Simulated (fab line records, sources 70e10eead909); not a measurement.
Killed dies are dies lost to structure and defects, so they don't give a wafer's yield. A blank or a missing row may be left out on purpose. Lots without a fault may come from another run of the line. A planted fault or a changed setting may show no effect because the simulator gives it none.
Which tool did it? | flow nand_harc | 12 lots, 36 wafers sampled, at 4 steps of a route of 1159

WHAT THE GAUGES READ, wafer by wafer
NHARC_P_ZERO_WELL_CD_MEAS_37: target cd 720 nm.
lot  | measured    | on        | cd_nm (nm)
L100 | day 1 16:02 | cd_sem-01 | 723.2 718.6 718.5
L101 | day 1 22:11 | cd_sem-01 | 721.1 721.3 715.5
L104 | day 2 16:23 | cd_sem-01 | 720.2 722.5 722.0
L115 | day 5 10:03 | cd_sem-03 | 716.1 716.5 719.2
L116 | day 5 16:21 | cd_sem-01 | 719.8 717.9 717.0
L117 | day 5 22:08 | cd_sem-03 | 717.3 717.5 716.0
L118 | day 6 04:08 | cd_sem-03 | 721.8 719.2 720.4
L119 | day 6 09:58 | cd_sem-03 | 720.5 718.4 718.8
L120 | day 6 16:14 | cd_sem-03 | 722.9 720.2 720.9
L121 | day 6 22:07 | cd_sem-01 | 719.7 720.3 717.0
L122 | day 7 03:59 | cd_sem-02 | 720.9 722.6 719.2
L123 | day 7 10:07 | cd_sem-03 | 719.2 720.7 717.3

NHARC_P_GATE_CD_MEAS_26: target cd 120 nm.
lot  | measured     | on        | cd_nm (nm)
L100 | day 4 20:17  | cd_sem-02 | 119.8 119.2 119.3
L101 | day 4 20:07  | cd_sem-01 | 119.9 118.6 118.5
L104 | day 5 17:55  | cd_sem-01 | 113.5 115.3 114.9
L115 | day 8 02:34  | cd_sem-03 | 119.8 119.5 120.3
L116 | day 8 15:45  | cd_sem-02 | 120.2 119.2 119.3
L117 | day 8 21:54  | cd_sem-02 | 120.3 118.8 119.4
L118 | day 9 08:14  | cd_sem-02 | 119.5 119.5 119.8
L119 | day 9 09:37  | cd_sem-01 | 120.1 120.2 119.5
L120 | day 9 08:53  | cd_sem-03 | 119.8 119.8 120.0
L121 | day 10 00:11 | cd_sem-02 | 119.8 120.3 120.3
L122 | day 10 00:45 | cd_sem-03 | 119.0 119.4 119.3
L123 | day 10 13:37 | cd_sem-01 | 120.0 120.1 120.5

WHICH TOOL RAN EACH LOT (tool, then ch and the chambers of the sampled wafers, then the start)
lot  | NHARC_P_ZERO_WELL_ETCH_62                    | NHARC_P_GATE_EXPOSE_23
L100 | rie_diel-05 ch 0,2, day 1 16:02 or earlier   | arfi_scanner-01 ch 0, day 4 20:09
L101 | rie_diel-07 ch 0,2,3, day 1 22:11 or earlier | arfi_scanner-02 ch 0, day 4 19:58
L104 | rie_diel-05 ch 2,3, day 2 16:23 or earlier   | arfi_scanner-02 ch 0, day 5 17:46
L115 | rie_diel-11 ch 2,3, day 5 10:03 or earlier   | arfi_scanner-01 ch 0, day 8 02:26
L116 | rie_diel-11 ch 0,2, day 5 16:21 or earlier   | arfi_scanner-01 ch 0, day 8 15:37
L117 | rie_diel-11 ch 0,1,2, day 5 22:08 or earlier | arfi_scanner-02 ch 0, day 8 21:46
L118 | rie_diel-05 ch 0,1,2, day 6 04:08 or earlier | arfi_scanner-01 ch 0, day 9 08:07
L119 | rie_diel-11 ch 0,2,3, day 6 09:58 or earlier | arfi_scanner-01 ch 0, day 9 09:29
L120 | rie_diel-05 ch 1,2,3, day 6 16:14 or earlier | arfi_scanner-02 ch 0, day 9 08:44
L121 | rie_diel-11 ch 0,1, day 6 22:07 or earlier   | arfi_scanner-01 ch 0, day 10 00:03
L122 | rie_diel-07 ch 1,2,3, day 7 03:59 or earlier | arfi_scanner-01 ch 0, day 10 00:37
L123 | rie_diel-05 ch 0,3, day 7 10:07 or earlier   | arfi_scanner-02 ch 0, day 10 13:29
- NHARC_P_ZERO_WELL_ETCH_62: etches the open film in CHF3/Ar, target depth 13 nm, time 6.5 s.
- NHARC_P_GATE_EXPOSE_23: exposes mask P GATE, target cd 120 nm.

WHAT THE TOOLS THEMSELVES READ (means of the sampled wafers that have a number; where no wafer has one, the mark that the record gives instead)
NHARC_P_ZERO_WELL_ETCH_62.
lot  | tool        | drypump_motor_current_A (A) | oes_product_au (a.u.) | rf_vpp_V (V) | showerhead_plenum_p_Torr (Torr) | throttle_valve_pct (%)
L100 | rie_diel-05 | 5.3                         | 0.957                 | 372.5        | 2.44                            | 20.216
L101 | rie_diel-07 | 6.0                         | 0.972                 | 370.4        | 2.37                            | 20.210
L104 | rie_diel-05 | 5.9                         | 0.972                 | 369.7        | 2.32                            | 20.221
L115 | rie_diel-11 | 6.0                         | 0.969                 | 369.3        | 2.29                            | 20.224
L116 | rie_diel-11 | 5.2                         | 0.962                 | 370.5        | 2.34                            | 20.221
L117 | rie_diel-11 | 5.5                         | 0.960                 | 371.0        | 2.33                            | 20.208
L118 | rie_diel-05 | 5.5                         | 0.934                 | 370.8        | 2.36                            | 20.214
L119 | rie_diel-11 | 5.7                         | 0.972                 | 370.1        | 2.33                            | 20.214
L120 | rie_diel-05 | 5.8                         | 0.962                 | 370.2        | 2.30                            | 20.219
L121 | rie_diel-11 | 5.7                         | 0.976                 | 371.2        | 2.35                            | 20.221
L122 | rie_diel-07 | 5.9                         | 0.967                 | 370.3        | 2.34                            | 20.216
L123 | rie_diel-05 | 5.5                         | 0.961                 | 370.7        | 2.35                            | 20.214

THE ANSWER, worked out from the rows above alone
Rule: what is usual is taken from the lots themselves. Put in order of their means at a reading, lots are off if they are a third of the lots or fewer, leave a main group of 4 or more, and stand apart from it by a gap of 3 or more times the standard deviation of the main group's means; of several such gaps the widest counts. A main group whose means are all the same, to the digits that the tables above print for the reading, isn't used. A lot without any number at a reading at which 4 lots or more have one is off too. The other lots that the step has rows for count as sound. The gauges are gone through in route order, then the tools' own readings, and for those a lot's mean is taken as printed above. The first step at which some lot is off is used, and at that step the reading that is off furthest; a lot without a number counts as furthest.
Off: L104, at NHARC_P_GATE_CD_MEAS_26 (cd_nm). The main group: mean 119.7 nm, standard deviation 0.35.
A tool fits if, at a process step before that reading, it ran every lot that is off, and no sound lot after the first of them. The gauges at NHARC_P_GATE_CD_MEAS_26 are tried like those tools. NHARC_P_ZERO_WELL_ETCH_62 gives no start for some lots, so the hours and the order of its lots are those of NHARC_P_ZERO_WELL_CD_MEAS_37. None of those tried fits.

WHAT THE SIMULATOR HAD PUT IN
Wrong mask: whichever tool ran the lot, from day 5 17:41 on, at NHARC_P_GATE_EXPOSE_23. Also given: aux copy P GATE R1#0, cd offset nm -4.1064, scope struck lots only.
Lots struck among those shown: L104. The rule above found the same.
